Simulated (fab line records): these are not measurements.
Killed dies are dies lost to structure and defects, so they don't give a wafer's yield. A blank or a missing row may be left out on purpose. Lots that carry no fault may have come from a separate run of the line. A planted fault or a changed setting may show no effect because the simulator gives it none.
Split-lot trial | flow n5_finfet | 7 lots, 21 wafers read, on a route of 1938 steps

== THE SPLIT ITSELF ==
At N5_HKMG_FIN_ETCH_86 (etches SOC in N2/H2, stops on TiN, target depth 393.2 nm), the setting target_depth_a was moved away from the recipe's 3932 angstrom on 7 of the 21 wafers read, by -11.3% to +8.5%. This setting was run at the recipe's value on the other wafers.

The reading is taken at the split's own step.

== THE READING ==
SOC_of_HKMG_FIN_COAT_85.thk_nm (the simulator's own value, which no gauge read), in nm, at N5_HKMG_FIN_ETCH_86 (etches SOC in N2/H2, stops on TiN, target depth 393.2 nm). There is no usual value for it anywhere in the file. The 14 wafers here that ran the recipe average 17.4 nm, standard deviation 2.8 nm.

wafer  | tool, chamber at the split | target_depth_a as run, angstrom | against the recipe | SOC_of_HKMG_FIN_COAT_85.thk_nm, nm | against lot-mates on the recipe
L074.2 | rie_diel-01, 2             | 4268                            | +8.5%              | 8.6                                | -9.4
L074.3 | rie_diel-01, 0             | 3932                            | recipe             | 21.6                               | -
L074.4 | rie_diel-01, 3             | 3932                            | recipe             | 14.4                               | -
L076.3 | rie_diel-05, 2,1           | 4130                            | +5.0%              | 8.6                                | -7.0
L076.6 | rie_diel-05, 2,1           | 4130                            | +5.0%              | 8.6                                | -7.0
L076.4 | rie_diel-05, 0             | 3932                            | recipe             | 15.6                               | -
L080.3 | rie_diel-01, 1             | 3932                            | recipe             | 18.4                               | -
L080.5 | rie_diel-01, 1             | 3932                            | recipe             | 18.4                               | -
L080.4 | rie_diel-01, 2             | 3932                            | recipe             | 15.2                               | -
L085.3 | rie_diel-05, 2             | 3932                            | recipe             | 13.2                               | -
L085.4 | rie_diel-05, 0             | 3932                            | recipe             | 16                                 | -
L085.5 | rie_diel-05, 1             | 4054                            | +3.1%              | 8.6                                | -6.0
L088.4 | rie_diel-01, 3             | 3932                            | recipe             | 15.2                               | -
L088.5 | rie_diel-01, 1             | 3488                            | -11.3%             | 50.6                               | +31.5
L088.6 | rie_diel-01, 0             | 3932                            | recipe             | 23                                 | -
L091.1 | rie_diel-06, 1             | 3932                            | recipe             | 15.8                               | -
L091.2 | rie_diel-06, 2             | 3932                            | recipe             | 21                                 | -
L091.6 | rie_diel-06, 3             | 3932                            | recipe             | 19.4                               | -
L093.2 | rie_diel-05, 0             | 3932                            | recipe             | 16.2                               | -
L093.3 | rie_diel-05, 1             | 3539                            | -10.0%             | 43.4                               | +27.2
L093.5 | rie_diel-05, 0             | 3539                            | -10.0%             | 44.6                               | +28.4
Where a row lists several chambers, the file gives one row for several wafers and doesn't say which wafer went through which chamber.

THE FIT
A straight line over all 21 wafers: SOC_of_HKMG_FIN_COAT_85.thk_nm changes by -2.35 nm for each +1% of target_depth_a; r = -0.95; the points scatter about the line by 3.9 nm.
The same after taking each lot's own level away (the mean of its wafers on the recipe; 21 wafers): -2.31 nm for each +1%; r = -0.95; scatter 3.6 nm.
That fit puts the effect of the largest move of target_depth_a on the reading at 26 nm.
Measured against the standard deviation above, the lots' own levels, which go from 14.60 to 19.10 nm, span 1.6 times it.
Consequently the slope shifts little with the lot-to-lot level, the two slopes agreeing.
Check: with one of the wafers moved furthest among these (-11.3%) left out of the fit, the line predicts +26.2 nm for it against its lot-mates. Against them it came out at +31.5 nm.

== THE FILE'S OWN FIT ==
SOC_of_HKMG_FIN_COAT_85.thk_nm changes by -2.29 nm for each +1% of target_depth_a, r = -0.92.
